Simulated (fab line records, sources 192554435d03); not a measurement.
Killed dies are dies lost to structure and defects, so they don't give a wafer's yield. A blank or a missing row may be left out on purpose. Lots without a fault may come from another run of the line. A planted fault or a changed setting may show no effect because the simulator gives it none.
Which tool did it? | flow n5_finfet | 11 lots, 33 wafers sampled, at 3 steps of a route of 1938

WHAT THE GAUGES READ, wafer by wafer
N5_FIN_SAQP_INSPECT_40: inspects for defects (brightfield). Usual: raw_defect_count 244, standard deviation 75.
lot  | measured    | on                | raw_defect_count | flag
L445 | day 2 21:32 | defect_inspect-02 | 191 163 142      |
L446 | day 3 02:37 | defect_inspect-02 | 272 262 295      |
L447 | day 3 08:52 | defect_inspect-02 | 464 349 312      |
L448 | day 3 16:05 | defect_inspect-02 | 196 237 216      |
L449 | day 3 21:44 | defect_inspect-01 | 242 213 297      |
L452 | day 4 14:25 | defect_inspect-01 | 174 253 259      |
L453 | day 4 23:40 | defect_inspect-02 | 178 189 127      |
L454 | day 5 04:44 | defect_inspect-02 | 133 226 294      |
L459 | day 6 10:07 | defect_inspect-02 | 194 172 264      |
L462 | day 7 02:07 | defect_inspect-02 | 167 237 159      |
L463 | day 7 08:57 | defect_inspect-02 | 232 332 555      |

WHICH TOOL RAN EACH LOT (tool, then ch and the chambers of the sampled wafers, then the start)
lot  | N5_FIN_SAQP_MANDREL2_REMOVE_60  | N5_FIN_SAQP_ETCH_64
L445 | rie_si-06 ch 2,3, day 2 20:44   | rie_si-05 ch 2,3, day 2 21:16
L446 | rie_si-05 ch 2,3, day 3 01:55   | rie_si-06 ch 2,3, day 3 02:20
L447 | rie_si-05 ch 0,1,3, day 3 08:10 | rie_si-06 ch 0,1,2, day 3 08:36
L448 | rie_si-06 ch 1,2, day 3 15:22   | rie_si-01 ch 0,2,3, day 3 15:47
L449 | rie_si-06 ch 0,3, day 3 21:03   | rie_si-01 ch 0,1,2, day 3 21:28
L452 | rie_si-05 ch 0,2,3, day 4 13:44 | rie_si-06 ch 0,1,2, day 4 14:09
L453 | rie_si-06 ch 2,3, day 4 22:58   | rie_si-01 ch 2,3, day 4 23:24
L454 | rie_si-05 ch 1,2, day 5 03:54   | rie_si-05 ch 1,2,3, day 5 04:28
L459 | rie_si-01 ch 0,1,3, day 6 09:21 | rie_si-06 ch 0,2,3, day 6 09:50
L462 | rie_si-05 ch 0,2,3, day 7 01:26 | rie_si-06 ch 0,1,3, day 7 01:51
L463 | rie_si-05 ch 2,3, day 7 08:15   | rie_si-01 ch 0,1,2, day 7 08:41
- N5_FIN_SAQP_MANDREL2_REMOVE_60: chemistry HBr/Cl2/O2, target a-Si, stops on SiNx, bt time 10 s.
- N5_FIN_SAQP_ETCH_64: etches SiO2 in CF4, target depth 1.5 nm.

WHAT THE TOOLS THEMSELVES READ (means of the sampled wafers that have a number; where no wafer has one, the mark that the record gives instead)
N5_FIN_SAQP_MANDREL2_REMOVE_60. Usual: drypump_motor_current_A 5.8 A, standard deviation 0.49; oes_product_au 1.003 a.u., standard deviation 0.024; rf_fwd_power_W 596.7 W, standard deviation 2; throttle_valve_pct 36.74 %, standard deviation 0.24.
lot  | tool      | drypump_motor_current_A (A) | oes_product_au (a.u.) | rf_fwd_power_W (W) | throttle_valve_pct (%) | flag
L445 | rie_si-06 | 5.9                         | 1.001                 | 599.4              | 36.66                  |
L446 | rie_si-05 | 6.1                         | 0.980                 | 595.7              | 36.88                  |
L447 | rie_si-05 | 5.7                         | 0.990                 | 595.3              | 36.87                  |
L448 | rie_si-06 | 5.9                         | 0.988                 | 596.0              | 36.52                  |
L449 | rie_si-06 | 5.6                         | 0.993                 | 596.2              | 36.52                  |
L452 | rie_si-05 | 5.6                         | 1.004                 | 595.8              | 36.78                  |
L453 | rie_si-06 | 5.5                         | 0.999                 | 597.4              | 36.76                  |
L454 | rie_si-05 | 5.9                         | 0.984                 | 599.1              | 36.98                  |
L459 | rie_si-01 | 5.6                         | 1.028                 | 599.3              | 36.58                  |
L462 | rie_si-05 | 5.6                         | 0.995                 | 595.4              | 36.79                  |
L463 | rie_si-05 | 5.9                         | 0.978                 | 595.1              | 36.90                  |

N5_FIN_SAQP_ETCH_64. Usual: cf4_flow_sccm 79.99 sccm, standard deviation 0.25; drypump_motor_current_A 5.7 A, standard deviation 0.5; oes_product_au 1.000 a.u., standard deviation 0.02; rf_fwd_power_W 783 W, standard deviation 3.6; throttle_valve_pct 21.81 %, standard deviation 0.22.
lot  | tool      | cf4_flow_sccm (sccm) | drypump_motor_current_A (A) | oes_product_au (a.u.) | rf_fwd_power_W (W) | throttle_valve_pct (%) | flag
L445 | rie_si-05 | 80.21                | 5.9                         | 0.992                 | 783                | 21.95                  |
L446 | rie_si-06 | 79.98                | 5.9                         | 0.991                 | 783                | 21.76                  |
L447 | rie_si-06 | 80.07                | 6.0                         | 1.002                 | 785                | 21.52                  |
L448 | rie_si-01 | 79.78                | 5.5                         | 1.016                 | 781                | 21.85                  |
L449 | rie_si-01 | 80.02                | 5.7                         | 1.025                 | 785                | 21.88                  |
L452 | rie_si-06 | 79.91                | 6.0                         | 0.984                 | 782                | 21.52                  |
L453 | rie_si-01 | 80.02                | 5.7                         | 1.028                 | 782                | 21.68                  |
L454 | rie_si-05 | 79.72                | 6.0                         | 0.976                 | 784                | 21.98                  |
L459 | rie_si-06 | 80.09                | 5.8                         | 0.989                 | 783                | 21.70                  |
L462 | rie_si-06 | 80.04                | 5.6                         | 0.985                 | 782                | 21.66                  |
L463 | rie_si-01 | 80.06                | 5.7                         | 1.028                 | 784                | 21.89                  |

THE ANSWER, worked out from the rows above alone
Rule: a lot is off if the mean of its wafers that have a number lies more than 3 standard deviations from the usual mean. A lot without any number at a reading at which 4 lots or more have one is off too. The other lots that the step has rows for count as sound. The gauges are gone through in route order, then the tools' own readings, and for those a lot's mean is taken as printed above. The first step at which some lot is off is used, and at that step the reading that is off furthest; a lot without a number counts as furthest.
No lot is off at any reading shown: from this, nothing can be told.

WHAT THE SIMULATOR HAD PUT IN
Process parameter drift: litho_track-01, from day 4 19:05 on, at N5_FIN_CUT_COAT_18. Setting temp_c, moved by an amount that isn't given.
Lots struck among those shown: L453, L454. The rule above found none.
